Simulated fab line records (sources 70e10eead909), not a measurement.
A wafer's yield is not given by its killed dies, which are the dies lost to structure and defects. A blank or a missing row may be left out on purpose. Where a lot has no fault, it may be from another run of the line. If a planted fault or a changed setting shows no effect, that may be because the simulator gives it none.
What tool caused it? :: flow nand_harc :: Sampling: 24 lots, 72 wafers, 4 of 1159 route steps

WHAT THE GAUGES SHOWED, per wafer
NHARC_A_CONTACT_INSPECT_10. Usual: raw_defect_count 27, standard deviation 15.
lot: L074
measured: day 17 02:52
on: defect_inspect-01
raw_defect_count: 16 28 23
flag: 

lot: L075
measured: day 17 03:21
on: defect_inspect-01
raw_defect_count: 19 12 18
flag: 

lot: L077
measured: day 17 12:04
on: defect_inspect-02
raw_defect_count: 20 24 27
flag: 

lot: L076
measured: day 17 12:31
on: defect_inspect-02
raw_defect_count: 9 10 7
flag: 

lot: L078
measured: day 18 00:28
on: defect_inspect-02
raw_defect_count: 21 8 15
flag: 

lot: L080
measured: day 18 17:05
on: defect_inspect-01
raw_defect_count: 41 42 35
flag: 

lot: L081
measured: day 18 19:28
on: defect_inspect-02
raw_defect_count: 16 14 16
flag: 

lot: L082
measured: day 19 06:17
on: defect_inspect-02
raw_defect_count: 17 16 16
flag: 

lot: L083
measured: day 19 06:26
on: defect_inspect-01
raw_defect_count: 19 13 19
flag: 

lot: L084
measured: day 19 11:21
on: defect_inspect-02
raw_defect_count: 28 37 39
flag: 

lot: L079
measured: day 19 11:53
on: defect_inspect-02
raw_defect_count: 31 45 32
flag: 

lot: L086
measured: day 19 15:11
on: defect_inspect-01
raw_defect_count: 9 12 11
flag: 

lot: L088
measured: day 19 15:29
on: defect_inspect-01
raw_defect_count: 49 35 42
flag: 

lot: L085
measured: day 19 23:36
on: defect_inspect-02
raw_defect_count: 33 59 51
flag: 

lot: L087
measured: day 20 00:51
on: defect_inspect-01
raw_defect_count: 16 17 11
flag: 

lot: L089
measured: day 20 14:41
on: defect_inspect-01
raw_defect_count: 23 38 31
flag: 

lot: L090
measured: day 20 21:55
on: defect_inspect-01
raw_defect_count: 28 44 42
flag: 

lot: L091
measured: day 21 01:40
on: defect_inspect-01
raw_defect_count: 37 28 28
flag: 

lot: L092
measured: day 21 03:13
on: defect_inspect-01
raw_defect_count: 8 17 15
flag: 

lot: L093
measured: day 21 11:37
on: defect_inspect-02
raw_defect_count: 48 46 40
flag: 

lot: L095
measured: day 21 13:44
on: defect_inspect-01
raw_defect_count: 57 48 50
flag: 

lot: L094
measured: day 21 14:53
on: defect_inspect-01
raw_defect_count: 12 18 18
flag: 

lot: L096
measured: day 22 05:49
on: defect_inspect-02
raw_defect_count: 20 19 19
flag: 

lot: L097
measured: day 23 14:43
on: defect_inspect-02
raw_defect_count: 39 53 44
flag: 

TOOL THAT RAN EACH LOT (tool first, then ch and the chambers of the sampled wafers, then the start)
lot: L074
NHARC_A_CONTACT_ETCH_124: har_cap_etch-02 ch 0,1, day 16 21:26
NHARC_A_CONTACT_ETCH_97: rie_diel-11 ch 0,2,3, day 17 00:02 or earlier
NHARC_A_CONTACT_ETCH_106: rie_diel-11 ch 0,1,3, day 17 00:02

lot: L075
NHARC_A_CONTACT_ETCH_124: har_cap_etch-01 ch 0,1, day 16 21:56
NHARC_A_CONTACT_ETCH_97: rie_diel-11 ch 0,2,3, day 17 00:35 or earlier
NHARC_A_CONTACT_ETCH_106: rie_diel-11 ch 2,3, day 17 00:35

lot: L077
NHARC_A_CONTACT_ETCH_124: har_cap_etch-03 ch 1, day 17 06:08
NHARC_A_CONTACT_ETCH_97: rie_diel-11 ch 0,1,3, day 17 08:21
NHARC_A_CONTACT_ETCH_106: rie_diel-13 ch 0,2,3, day 17 08:47

lot: L076
NHARC_A_CONTACT_ETCH_124: har_cap_etch-02 ch 0,1, day 17 07:04
NHARC_A_CONTACT_ETCH_97: rie_diel-11 ch 0,1,3, day 17 09:08
NHARC_A_CONTACT_ETCH_106: rie_diel-11 ch 1,3, day 17 09:33

lot: L078
NHARC_A_CONTACT_ETCH_124: har_cap_etch-02 ch 0,1, day 17 19:08
NHARC_A_CONTACT_ETCH_97: rie_diel-11 ch 0,1,3, day 17 21:43 or earlier
NHARC_A_CONTACT_ETCH_106: rie_diel-11 ch 0,2, day 17 21:43

lot: L080
NHARC_A_CONTACT_ETCH_124: har_cap_etch-01 ch 0,1, day 18 11:11
NHARC_A_CONTACT_ETCH_97: rie_diel-11 ch 0,1,3, day 18 14:19 or earlier
NHARC_A_CONTACT_ETCH_106: rie_diel-11 ch 0,1,3, day 18 14:19

lot: L081
NHARC_A_CONTACT_ETCH_124: har_cap_etch-03 ch 0,1, day 18 12:41
NHARC_A_CONTACT_ETCH_97: rie_diel-11 ch 0,2,3, day 18 15:26 or earlier
NHARC_A_CONTACT_ETCH_106: rie_diel-11 ch 1,3, day 18 15:26

lot: L082
NHARC_A_CONTACT_ETCH_124: har_cap_etch-02 ch 0,1, day 18 21:58
NHARC_A_CONTACT_ETCH_97: rie_diel-08 ch 0,1,2, day 19 00:22 or earlier
NHARC_A_CONTACT_ETCH_106: rie_diel-08 ch 1,3, day 19 00:22

lot: L083
NHARC_A_CONTACT_ETCH_124: har_cap_etch-03 ch 0,1, day 18 23:44
NHARC_A_CONTACT_ETCH_97: rie_diel-11 ch 1,2, day 19 02:07 or earlier
NHARC_A_CONTACT_ETCH_106: rie_diel-11 ch 2,3, day 19 02:07

lot: L084
NHARC_A_CONTACT_ETCH_124: har_cap_etch-03 ch 0,1, day 19 05:59
NHARC_A_CONTACT_ETCH_97: rie_diel-11 ch 1,2, day 19 08:03
NHARC_A_CONTACT_ETCH_106: rie_diel-11 ch 2,3, day 19 08:28

lot: L079
NHARC_A_CONTACT_ETCH_124: har_cap_etch-01 ch 0,1, day 19 06:13
NHARC_A_CONTACT_ETCH_97: rie_diel-13 ch 0,2, day 19 08:22
NHARC_A_CONTACT_ETCH_106: rie_diel-11 ch 2,3, day 19 08:57

lot: L086
NHARC_A_CONTACT_ETCH_124: har_cap_etch-01 ch 0,1, day 19 09:07
NHARC_A_CONTACT_ETCH_97: rie_diel-11 ch 1,2, day 19 11:11
NHARC_A_CONTACT_ETCH_106: rie_diel-13 ch 2,3, day 19 12:04

lot: L088
NHARC_A_CONTACT_ETCH_124: har_cap_etch-02 ch 0,1, day 19 10:07
NHARC_A_CONTACT_ETCH_97: rie_diel-08 ch 1,2,3, day 19 12:40 or earlier
NHARC_A_CONTACT_ETCH_106: rie_diel-11 ch 1,2,3, day 19 12:40

lot: L085
NHARC_A_CONTACT_ETCH_124: har_cap_etch-03 ch 0,1, day 19 18:23
NHARC_A_CONTACT_ETCH_97: rie_diel-11 ch 2,3, day 19 20:49 or earlier
NHARC_A_CONTACT_ETCH_106: rie_diel-08 ch 0,1,2, day 19 20:49

lot: L087
NHARC_A_CONTACT_ETCH_124: har_cap_etch-02 ch 0,1, day 19 19:22
NHARC_A_CONTACT_ETCH_97: rie_diel-13 ch 0,2,3, day 19 21:25
NHARC_A_CONTACT_ETCH_106: rie_diel-11 ch 0,2,3, day 19 21:47

lot: L089
NHARC_A_CONTACT_ETCH_124: har_cap_etch-02 ch 0,1, day 20 09:37
NHARC_A_CONTACT_ETCH_97: rie_diel-13 ch 0,1, day 20 12:01 or earlier
NHARC_A_CONTACT_ETCH_106: rie_diel-11 ch 1,2,3, day 20 12:01

lot: L090
NHARC_A_CONTACT_ETCH_124: har_cap_etch-03 ch 0,1, day 20 14:20
NHARC_A_CONTACT_ETCH_97: rie_diel-11 ch 1,2,3, day 20 16:47 or earlier
NHARC_A_CONTACT_ETCH_106: rie_diel-13 ch 0,1, day 20 16:47

lot: L091
NHARC_A_CONTACT_ETCH_124: har_cap_etch-01 ch 0,1, day 20 15:56
NHARC_A_CONTACT_ETCH_97: rie_diel-13 ch 0,2,3, day 20 18:31 or earlier
NHARC_A_CONTACT_ETCH_106: rie_diel-11 ch 0,1,2, day 20 18:31

lot: L092
NHARC_A_CONTACT_ETCH_124: har_cap_etch-03 ch 0,1, day 20 20:44
NHARC_A_CONTACT_ETCH_97: rie_diel-13 ch 0,1,3, day 20 23:22 or earlier
NHARC_A_CONTACT_ETCH_106: rie_diel-11 ch 0,2,3, day 20 23:22

lot: L093
NHARC_A_CONTACT_ETCH_124: har_cap_etch-01 ch 0,1, day 21 03:35
NHARC_A_CONTACT_ETCH_97: rie_diel-11 ch 0,1,3, day 21 05:59 or earlier
NHARC_A_CONTACT_ETCH_106: rie_diel-13 ch 0,1,2, day 21 05:59

lot: L095
NHARC_A_CONTACT_ETCH_124: har_cap_etch-02 ch 0,1, day 21 08:14
NHARC_A_CONTACT_ETCH_97: rie_diel-13 ch 0,2, day 21 10:40 or earlier
NHARC_A_CONTACT_ETCH_106: rie_diel-08 ch 0,3, day 21 10:40

lot: L094
NHARC_A_CONTACT_ETCH_124: har_cap_etch-01 ch 0,1, day 21 09:36
NHARC_A_CONTACT_ETCH_97: rie_diel-13 ch 1,2,3, day 21 11:40
NHARC_A_CONTACT_ETCH_106: rie_diel-08 ch 1,2, day 21 12:02

lot: L096
NHARC_A_CONTACT_ETCH_124: har_cap_etch-02 ch 0,1, day 22 00:37
NHARC_A_CONTACT_ETCH_97: rie_diel-11 ch 0,1,3, day 22 03:10 or earlier
NHARC_A_CONTACT_ETCH_106: rie_diel-11 ch 0,1,3, day 22 03:10

lot: L097
NHARC_A_CONTACT_ETCH_124: har_cap_etch-02 ch 0, day 23 05:33
NHARC_A_CONTACT_ETCH_97: rie_diel-11 ch 0,1, day 23 07:58 or earlier
NHARC_A_CONTACT_ETCH_106: rie_diel-11 ch 0,1,2, day 23 07:58
- NHARC_A_CONTACT_ETCH_124: etches the open film in C4F8/O2/Ar, time 140 s, target depth 700 nm.
- NHARC_A_CONTACT_ETCH_97: etches the open film in C4F6/O2, target depth 20 nm, time 10 s.
- NHARC_A_CONTACT_ETCH_106: etches the open film in CF4/O2, target depth 60 nm, overetch 6 nm, time 33 s.

AS READ BY THE TOOLS THEMSELVES (means over the sampled wafers that have a number; for cases with no such wafer, the mark the record gives instead)
NHARC_A_CONTACT_ETCH_97. Usual: drypump_motor_current_A 5.9 A, standard deviation 0.42; o2_flow_sccm 19.99 sccm, standard deviation 0.067; oes_product_au 0.963 a.u., standard deviation 0.021; rf_vpp_V 546.3 V, standard deviation 2.2; showerhead_plenum_p_Torr 3.90 Torr, standard deviation 0.099; throttle_valve_pct 26.904 %, standard deviation 0.009.
lot: L074
tool: rie_diel-11
drypump_motor_current_A (A): 5.8
o2_flow_sccm (sccm): 20.01
oes_product_au (a.u.): 1.000
rf_vpp_V (V): 546.3
showerhead_plenum_p_Torr (Torr): 3.94
throttle_valve_pct (%): 26.902
flag: 

lot: L075
tool: rie_diel-11
drypump_motor_current_A (A): 5.8
o2_flow_sccm (sccm): 19.99
oes_product_au (a.u.): 0.955
rf_vpp_V (V): 547.2
showerhead_plenum_p_Torr (Torr): 3.94
throttle_valve_pct (%): 26.909
flag: 

lot: L077
tool: rie_diel-11
drypump_motor_current_A (A): 6.2
o2_flow_sccm (sccm): 20.01
oes_product_au (a.u.): 0.963
rf_vpp_V (V): 545.6
showerhead_plenum_p_Torr (Torr): 3.89
throttle_valve_pct (%): 26.908
flag: 

lot: L076
tool: rie_diel-11
drypump_motor_current_A (A): 6.2
o2_flow_sccm (sccm): 19.95
oes_product_au (a.u.): 0.952
rf_vpp_V (V): 546.5
showerhead_plenum_p_Torr (Torr): 3.89
throttle_valve_pct (%): 26.908
flag: 

lot: L078
tool: rie_diel-11
drypump_motor_current_A (A): 6.2
o2_flow_sccm (sccm): 19.93
oes_product_au (a.u.): 0.941
rf_vpp_V (V): 546.8
showerhead_plenum_p_Torr (Torr): 3.89
throttle_valve_pct (%): 26.897
flag: 

lot: L080
tool: rie_diel-11
drypump_motor_current_A (A): 6.2
o2_flow_sccm (sccm): 20.02
oes_product_au (a.u.): 0.946
rf_vpp_V (V): 545.4
showerhead_plenum_p_Torr (Torr): 3.89
throttle_valve_pct (%): 26.903
flag: 

lot: L081
tool: rie_diel-11
drypump_motor_current_A (A): 5.8
o2_flow_sccm (sccm): 19.99
oes_product_au (a.u.): 0.967
rf_vpp_V (V): 547.5
showerhead_plenum_p_Torr (Torr): 3.93
throttle_valve_pct (%): 26.909
flag: 

lot: L082
tool: rie_diel-08
drypump_motor_current_A (A): 6.1
o2_flow_sccm (sccm): 20.03
oes_product_au (a.u.): 0.943
rf_vpp_V (V): 545.5
showerhead_plenum_p_Torr (Torr): 3.86
throttle_valve_pct (%): 26.902
flag: 

lot: L083
tool: rie_diel-11
drypump_motor_current_A (A): 6.2
o2_flow_sccm (sccm): 19.98
oes_product_au (a.u.): 0.948
rf_vpp_V (V): 547.4
showerhead_plenum_p_Torr (Torr): 3.97
throttle_valve_pct (%): 26.908
flag: 

lot: L084
tool: rie_diel-11
drypump_motor_current_A (A): 6.2
o2_flow_sccm (sccm): 19.98
oes_product_au (a.u.): 0.958
rf_vpp_V (V): 547.9
showerhead_plenum_p_Torr (Torr): 3.97
throttle_valve_pct (%): 26.905
flag: 

lot: L079
tool: rie_diel-13
drypump_motor_current_A (A): 5.6
o2_flow_sccm (sccm): 19.96
oes_product_au (a.u.): 0.968
rf_vpp_V (V): 545.5
showerhead_plenum_p_Torr (Torr): 3.82
throttle_valve_pct (%): 26.900
flag: 

lot: L086
tool: rie_diel-11
drypump_motor_current_A (A): 6.2
o2_flow_sccm (sccm): 19.95
oes_product_au (a.u.): 0.966
rf_vpp_V (V): 548.5
showerhead_plenum_p_Torr (Torr): 3.97
throttle_valve_pct (%): 26.911
flag: 

lot: L088
tool: rie_diel-08
drypump_motor_current_A (A): 5.9
o2_flow_sccm (sccm): 20.10
oes_product_au (a.u.): 0.963
rf_vpp_V (V): 545.3
showerhead_plenum_p_Torr (Torr): 3.83
throttle_valve_pct (%): 26.905
flag: 

lot: L085
tool: rie_diel-11
drypump_motor_current_A (A): 5.5
o2_flow_sccm (sccm): 19.91
oes_product_au (a.u.): 0.940
rf_vpp_V (V): 547.8
showerhead_plenum_p_Torr (Torr): 3.98
throttle_valve_pct (%): 26.901
flag: 

lot: L087
tool: rie_diel-13
drypump_motor_current_A (A): 5.6
o2_flow_sccm (sccm): 19.94
oes_product_au (a.u.): 0.950
rf_vpp_V (V): 545.4
showerhead_plenum_p_Torr (Torr): 3.85
throttle_valve_pct (%): 26.907
flag: 

lot: L089
tool: rie_diel-13
drypump_motor_current_A (A): 5.3
o2_flow_sccm (sccm): 19.97
oes_product_au (a.u.): 0.955
rf_vpp_V (V): 543.3
showerhead_plenum_p_Torr (Torr): 3.79
throttle_valve_pct (%): 26.903
flag: 

lot: L090
tool: rie_diel-11
drypump_motor_current_A (A): 6.0
o2_flow_sccm (sccm): 19.93
oes_product_au (a.u.): 0.959
rf_vpp_V (V): 547.6
showerhead_plenum_p_Torr (Torr): 3.93
throttle_valve_pct (%): 26.892
flag: 

lot: L091
tool: rie_diel-13
drypump_motor_current_A (A): 5.6
o2_flow_sccm (sccm): 19.99
oes_product_au (a.u.): 1.004
rf_vpp_V (V): 544.5
showerhead_plenum_p_Torr (Torr): 3.85
throttle_valve_pct (%): 26.905
flag: 

lot: L092
tool: rie_diel-13
drypump_motor_current_A (A): 5.4
o2_flow_sccm (sccm): 20.02
oes_product_au (a.u.): 1.003
rf_vpp_V (V): 544.0
showerhead_plenum_p_Torr (Torr): 3.77
throttle_valve_pct (%): 26.905
flag: 

lot: L093
tool: rie_diel-11
drypump_motor_current_A (A): 6.2
o2_flow_sccm (sccm): 19.99
oes_product_au (a.u.): 0.952
rf_vpp_V (V): 545.4
showerhead_plenum_p_Torr (Torr): 3.88
throttle_valve_pct (%): 26.900
flag: 

lot: L095
tool: rie_diel-13
drypump_motor_current_A (A): 5.6
o2_flow_sccm (sccm): 19.94
oes_product_au (a.u.): 0.992
rf_vpp_V (V): 546.5
showerhead_plenum_p_Torr (Torr): 3.91
throttle_valve_pct (%): 26.911
flag: 

lot: L094
tool: rie_diel-13
drypump_motor_current_A (A): 5.5
o2_flow_sccm (sccm): 19.98
oes_product_au (a.u.): 0.947
rf_vpp_V (V): 545.9
showerhead_plenum_p_Torr (Torr): 3.88
throttle_valve_pct (%): 26.902
flag: 

lot: L096
tool: rie_diel-11
drypump_motor_current_A (A): 6.2
o2_flow_sccm (sccm): 19.93
oes_product_au (a.u.): 0.971
rf_vpp_V (V): 545.1
showerhead_plenum_p_Torr (Torr): 3.88
throttle_valve_pct (%): 26.905
flag: 

lot: L097
tool: rie_diel-11
drypump_motor_current_A (A): 6.2
o2_flow_sccm (sccm): 20.01
oes_product_au (a.u.): 0.941
rf_vpp_V (V): 546.3
showerhead_plenum_p_Torr (Torr): 3.91
throttle_valve_pct (%): 26.903
flag: 

NHARC_A_CONTACT_ETCH_106. Usual: drypump_motor_current_A 5.9 A, standard deviation 0.46; o2_flow_sccm 20.00 sccm, standard deviation 0.057; oes_product_au 1.002 a.u., standard deviation 0.0082; rf_vpp_V 197.8 V, standard deviation 1.1; showerhead_plenum_p_Torr 1.33 Torr, standard deviation 0.038; throttle_valve_pct 13.397 %, standard deviation 0.0085.
lot: L074
tool: rie_diel-11
drypump_motor_current_A (A): 6.2
o2_flow_sccm (sccm): 19.98
oes_product_au (a.u.): 1.001
rf_vpp_V (V): 198.0
showerhead_plenum_p_Torr (Torr): 1.32
throttle_valve_pct (%): 13.395
flag: 

lot: L075
tool: rie_diel-11
drypump_motor_current_A (A): 5.5
o2_flow_sccm (sccm): 20.03
oes_product_au (a.u.): 0.998
rf_vpp_V (V): 197.7
showerhead_plenum_p_Torr (Torr): 1.35
throttle_valve_pct (%): 13.403
flag: 

lot: L077
tool: rie_diel-13
drypump_motor_current_A (A): 5.5
o2_flow_sccm (sccm): 19.98
oes_product_au (a.u.): 1.004
rf_vpp_V (V): 197.3
showerhead_plenum_p_Torr (Torr): 1.31
throttle_valve_pct (%): 13.396
flag: 

lot: L076
tool: rie_diel-11
drypump_motor_current_A (A): 6.4
o2_flow_sccm (sccm): 20.00
oes_product_au (a.u.): 1.003
rf_vpp_V (V): 196.9
showerhead_plenum_p_Torr (Torr): 1.33
throttle_valve_pct (%): 13.398
flag: 

lot: L078
tool: rie_diel-11
drypump_motor_current_A (A): 5.8
o2_flow_sccm (sccm): 19.97
oes_product_au (a.u.): 1.002
rf_vpp_V (V): 198.7
showerhead_plenum_p_Torr (Torr): 1.35
throttle_valve_pct (%): 13.397
flag: 

lot: L080
tool: rie_diel-11
drypump_motor_current_A (A): 6.2
o2_flow_sccm (sccm): 19.97
oes_product_au (a.u.): 1.002
rf_vpp_V (V): 197.4
showerhead_plenum_p_Torr (Torr): 1.32
throttle_valve_pct (%): 13.401
flag: 

lot: L081
tool: rie_diel-11
drypump_motor_current_A (A): 6.2
o2_flow_sccm (sccm): 20.04
oes_product_au (a.u.): 1.008
rf_vpp_V (V): 198.1
showerhead_plenum_p_Torr (Torr): 1.31
throttle_valve_pct (%): 13.391
flag: 

lot: L082
tool: rie_diel-08
drypump_motor_current_A (A): 6.1
o2_flow_sccm (sccm): 19.99
oes_product_au (a.u.): 1.014
rf_vpp_V (V): 196.6
showerhead_plenum_p_Torr (Torr): 1.27
throttle_valve_pct (%): 13.389
flag: 

lot: L083
tool: rie_diel-11
drypump_motor_current_A (A): 5.5
o2_flow_sccm (sccm): 20.05
oes_product_au (a.u.): 1.003
rf_vpp_V (V): 198.3
showerhead_plenum_p_Torr (Torr): 1.35
throttle_valve_pct (%): 13.394
flag: 

lot: L084
tool: rie_diel-11
drypump_motor_current_A (A): 5.5
o2_flow_sccm (sccm): 19.98
oes_product_au (a.u.): 0.997
rf_vpp_V (V): 199.1
showerhead_plenum_p_Torr (Torr): 1.35
throttle_valve_pct (%): 13.404
flag: 

lot: L079
tool: rie_diel-11
drypump_motor_current_A (A): 5.8
o2_flow_sccm (sccm): 19.99
oes_product_au (a.u.): 1.009
rf_vpp_V (V): 198.2
showerhead_plenum_p_Torr (Torr): 1.33
throttle_valve_pct (%): 13.392
flag: 

lot: L086
tool: rie_diel-13
drypump_motor_current_A (A): 5.6
o2_flow_sccm (sccm): 19.99
oes_product_au (a.u.): 1.003
rf_vpp_V (V): 197.9
showerhead_plenum_p_Torr (Torr): 1.34
throttle_valve_pct (%): 13.398
flag: 

lot: L088
tool: rie_diel-11
drypump_motor_current_A (A): 5.9
o2_flow_sccm (sccm): 19.93
oes_product_au (a.u.): 1.011
rf_vpp_V (V): 198.5
showerhead_plenum_p_Torr (Torr): 1.34
throttle_valve_pct (%): 13.398
flag: 

lot: L085
tool: rie_diel-08
drypump_motor_current_A (A): 6.0
o2_flow_sccm (sccm): 19.99
oes_product_au (a.u.): 1.010
rf_vpp_V (V): 196.6
showerhead_plenum_p_Torr (Torr): 1.31
throttle_valve_pct (%): 13.412
flag: 

lot: L087
tool: rie_diel-11
drypump_motor_current_A (A): 5.8
o2_flow_sccm (sccm): 19.95
oes_product_au (a.u.): 1.000
rf_vpp_V (V): 197.7
showerhead_plenum_p_Torr (Torr): 1.34
throttle_valve_pct (%): 13.391
flag: 

lot: L089
tool: rie_diel-11
drypump_motor_current_A (A): 6.0
o2_flow_sccm (sccm): 19.98
oes_product_au (a.u.): 1.012
rf_vpp_V (V): 197.5
showerhead_plenum_p_Torr (Torr): 1.34
throttle_valve_pct (%): 13.397
flag: 

lot: L090
tool: rie_diel-13
drypump_motor_current_A (A): 5.4
o2_flow_sccm (sccm): 19.99
oes_product_au (a.u.): 0.995
rf_vpp_V (V): 196.6
showerhead_plenum_p_Torr (Torr): 1.27
throttle_valve_pct (%): 13.398
flag: 

lot: L091
tool: rie_diel-11
drypump_motor_current_A (A): 6.0
o2_flow_sccm (sccm): 19.97
oes_product_au (a.u.): 0.996
rf_vpp_V (V): 197.9
showerhead_plenum_p_Torr (Torr): 1.35
throttle_valve_pct (%): 13.397
flag: 

lot: L092
tool: rie_diel-11
drypump_motor_current_A (A): 5.8
o2_flow_sccm (sccm): 20.00
oes_product_au (a.u.): 0.987
rf_vpp_V (V): 197.7
showerhead_plenum_p_Torr (Torr): 1.34
throttle_valve_pct (%): 13.393
flag: 

lot: L093
tool: rie_diel-13
drypump_motor_current_A (A): 5.4
o2_flow_sccm (sccm): 20.01
oes_product_au (a.u.): 1.000
rf_vpp_V (V): 198.1
showerhead_plenum_p_Torr (Torr): 1.31
throttle_valve_pct (%): 13.407
flag: 

lot: L095
tool: rie_diel-08
drypump_motor_current_A (A): 6.0
o2_flow_sccm (sccm): 19.94
oes_product_au (a.u.): 1.004
rf_vpp_V (V): 197.6
showerhead_plenum_p_Torr (Torr): 1.31
throttle_valve_pct (%): 13.398
flag: 

lot: L094
tool: rie_diel-08
drypump_motor_current_A (A): 5.8
o2_flow_sccm (sccm): 20.02
oes_product_au (a.u.): 1.004
rf_vpp_V (V): 197.9
showerhead_plenum_p_Torr (Torr): 1.31
throttle_valve_pct (%): 13.395
flag: 

lot: L096
tool: rie_diel-11
drypump_motor_current_A (A): 6.2
o2_flow_sccm (sccm): 19.97
oes_product_au (a.u.): 0.994
rf_vpp_V (V): 197.5
showerhead_plenum_p_Torr (Torr): 1.32
throttle_valve_pct (%): 13.390
flag: 

lot: L097
tool: rie_diel-11
drypump_motor_current_A (A): 6.0
o2_flow_sccm (sccm): 20.04
oes_product_au (a.u.): 1.016
rf_vpp_V (V): 198.8
showerhead_plenum_p_Torr (Torr): 1.34
throttle_valve_pct (%): 13.394
flag: 

THE ANSWER, worked out from the rows above alone
Rule: a lot is off if the mean of its wafers that have a number lies more than 3 standard deviations from the usual mean. A lot without any number at a reading at which 4 lots or more have one is off too. Where the step has rows for the other lots, those lots are counted as sound. Order of review: gauges by route order, followed by the tools' own readings, for which a lot's mean as printed above is used. The first step at which some lot is off is used, and at that step the reading that is off furthest; a lot without a number counts as furthest.
Across all readings shown, no lot is off: no conclusion can be drawn from this.

WHAT WAS PUT IN BY THE SIMULATOR
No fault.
